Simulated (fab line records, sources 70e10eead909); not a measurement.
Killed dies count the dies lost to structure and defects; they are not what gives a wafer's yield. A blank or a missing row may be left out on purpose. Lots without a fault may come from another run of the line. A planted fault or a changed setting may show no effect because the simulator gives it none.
Which tool was responsible? + flow nand-harc + 18 wafers from 6 lots sampled at 4 of the route's 1302 steps

## WHAT THE GAUGES SHOWED, per wafer
NHARC_END_SORT_01.
| lot  | measured     | on        | killed-at-other |
|------|--------------|-----------|-----------------|
| L485 | day 26 04:28 | prober-02 | 0 0 4           |
| L488 | day 28 00:54 | prober-01 | 1 2 2           |
| L487 | day 28 08:43 | prober-01 | 1 0 0           |
| L493 | day 30 04:30 | prober-01 | 0 1 631         |

## WHICH TOOL RAN EACH LOT (tool, then ch and the chambers of the sampled wafers, then the start)
| lot  | NHARC_THIN_TSV_DEP_43           | NHARC_THIN_TSV_DEP_47           | NHARC_THIN_TSV_STRIP_56              |
|------|---------------------------------|---------------------------------|--------------------------------------|
| L483 | pecvd-01 ch 0,1,2, day 24 13:01 | pecvd-01 ch 0,1,2, day 24 15:41 | plasma-asher-01 ch 0,1, day 24 20:30 |
| L485 | pecvd-03 ch 1,2, day 25 11:59   | pecvd-03 ch 0,2, day 25 14:28   | plasma-asher-02 ch 0,1, day 25 19:15 |
| L488 | pecvd-03 ch 0,1,2, day 27 10:31 | pecvd-03 ch 1,2, day 27 13:01   | plasma-asher-01 ch 0,1, day 27 17:40 |
| L487 | pecvd-01 ch 0,1, day 27 14:52   | pecvd-03 ch 0,2, day 27 17:58   | plasma-asher-01 ch 0,1, day 27 22:43 |
| L494 | pecvd-03 ch 0,2, day 29 04:34   | pecvd-03 ch 0,1, day 29 07:43   | plasma-asher-02 ch 1, day 29 12:17   |
| L493 | pecvd-03 ch 0,2, day 29 13:56   | pecvd-03 ch 0,2, day 29 16:42   | plasma-asher-02 ch 0,1, day 29 21:27 |
- NHARC_THIN_TSV_DEP_43: deposits SiO2, target thk 1328.5 nm.
- NHARC_THIN_TSV_DEP_47: deposits SiO2, target thk 200 nm.
- NHARC_THIN_TSV_STRIP_56: strips in O2.

## THE ANSWER, worked out from the rows above alone
Rule: what is usual is taken from the lots themselves. The widest of any qualifying gaps counts: lots, ordered by their means at a reading, are off when they make up no more than a third of the lots, leave a main group of 4 or more, and stand apart from it by 3 or more times the standard deviation of that group's means. A main group is skipped when, at the precision printed for the reading in the tables above, its means are all equal. Also off: a lot with no number at a reading for which 4 or more lots have one. All remaining lots with rows at the step are treated as sound.
None of the lots is off at any reading shown; this tells nothing.

## WHAT THE SIMULATOR HAD INSERTED
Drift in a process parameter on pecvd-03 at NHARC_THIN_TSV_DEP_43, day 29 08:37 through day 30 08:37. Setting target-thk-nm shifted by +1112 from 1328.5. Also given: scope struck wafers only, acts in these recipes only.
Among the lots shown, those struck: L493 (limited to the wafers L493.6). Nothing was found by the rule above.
